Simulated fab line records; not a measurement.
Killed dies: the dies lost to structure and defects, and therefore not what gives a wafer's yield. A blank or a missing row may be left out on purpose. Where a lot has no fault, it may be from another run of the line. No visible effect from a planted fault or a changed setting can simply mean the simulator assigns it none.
Split-lot trial | flow n5-finfet | on a route of 1938 steps: 7 lots, 21 wafers read

== ON THE SPLIT ==
At N5_BEOL_M5_ETCH_72 (etches underlayer in N2/H2, target depth 6.5 nm, time 5.2 s), the setting bias-w was moved away from the recipe's 150 W on 5 of the 21 wafers read, by -12.2% to +17.9%. This setting was run at the recipe's value on the other wafers.

The reading is taken at the split's own step.

== THE READING ==
rf-vpp-V, in V, at N5_BEOL_M5_ETCH_72 (etches underlayer in N2/H2, target depth 6.5 nm, time 5.2 s). A value of 524.1 V with a standard deviation of 2.1 V is what fault-free wafers of this fab line usually give.

wafer  | tool, chamber at the split | bias-w as run, W | against the recipe | rf-vpp-V, V | against lot-mates on the recipe
L076.4 | rie-diel-04, 0             | 150              | recipe             | 523.1       | -
L076.5 | rie-diel-04, 1             | 150              | recipe             | 521.4       | -
L076.6 | rie-diel-04, 2             | 150              | recipe             | 526.1       | -
L074.3 | rie-diel-06, 1             | 150              | recipe             | 523.0       | -
L074.4 | rie-diel-06, 3             | 150              | recipe             | 520.0       | -
L074.6 | rie-diel-06, 1             | 150              | recipe             | 523.4       | -
L079.3 | rie-diel-06, 2             | 150              | recipe             | 521.5       | -
L079.5 | rie-diel-06, 1             | 150              | recipe             | 523.8       | -
L079.6 | rie-diel-06, 2             | 150              | recipe             | 520.6       | -
L085.1 | rie-diel-02, 0             | 131.7            | -12.2%             | 482.8       | -42.0
L085.2 | rie-diel-02, 2             | 150              | recipe             | 524.8       | -
L085.6 | rie-diel-02, 1             | 131.7            | -12.2%             | 483.2       | -41.6
L093.4 | rie-diel-02, 0             | 150              | recipe             | 525.4       | -
L093.5 | rie-diel-02, 2             | 150              | recipe             | 522.8       | -
L093.6 | rie-diel-02, 1             | 150              | recipe             | 526.1       | -
L095.1 | rie-diel-02, 3             | 166.6            | +11.1%             | 558.8       | +33.1
L095.2 | rie-diel-02, 2             | 150              | recipe             | 526.4       | -
L095.3 | rie-diel-02, 0             | 150              | recipe             | 525.0       | -
L096.4 | rie-diel-04, 1             | 176.9            | +17.9%             | 576.3       | +50.2
L096.5 | rie-diel-04, 2             | 150              | recipe             | 526.1       | -
L096.6 | rie-diel-04, 3             | 176.9            | +17.9%             | 581.8       | +55.7

THE FIT
A straight line over all 21 wafers: rf-vpp-V changes by +3.17 V for each +1% of bias-w; r = +1.00; the points scatter about the line by 2.2 V.
The same after taking each lot's own level away (the mean of its wafers on the recipe; 21 wafers): +3.1 V for each +1%; r = +1.00; scatter 2.1 V.
That fit puts the effect of the largest move of bias-w on the reading at 56 V.
From 521.97 to 526.10 V: that is the span of the lots' own levels, equal to 2.0 times the standard deviation above.
Hence the lot-to-lot level has little effect on the slope; both slopes agree.
Check: for one of the wafers moved furthest among these (+17.9%), held out of the fit, the line's prediction against its lot-mates is +57.2 V. It came out at +50.2 V against them.
Tool readings at the split's step, against how far the setting was moved: etch-rf-on-time-s r = -0.85; rf-vpp-V r = +1.00.

== THESE WAFERS: OTHER SPLITS ==
Before the reading, these wafers also passed through other splits. Each is held against what the fit with the lots' levels taken away leaves over:
other split on the same wafers    | wafers away from the commonest value | r with rf-vpp-V (lot level and that fit taken away)
N5_BEOL_M3_HM_DEP_02 target-thk-a | 6                                    | -0.22
N5_BEOL_M5_COAT_05 spin-rpm       | 6                                    | +0.31

== THE WHOLE CHAIN: every reading that the file lists as answering this split, in the file's order ==
step               | what it does                                                | reading           | change (the file's fit)              | r (the file's)
N5_BEOL_M5_ETCH_72 | etches underlayer in N2/H2, target depth 6.5 nm, time 5.2 s | etch-rf-on-time-s | withheld for each +1% of the setting | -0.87
N5_BEOL_M5_ETCH_72 | etches underlayer in N2/H2, target depth 6.5 nm, time 5.2 s | rf-vpp-V          | +3.08 V for each +1% of the setting  | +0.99

== THE FILE'S OWN FIT ==
rf-vpp-V changes by +3.08 V for each +1% of bias-w, r = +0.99.
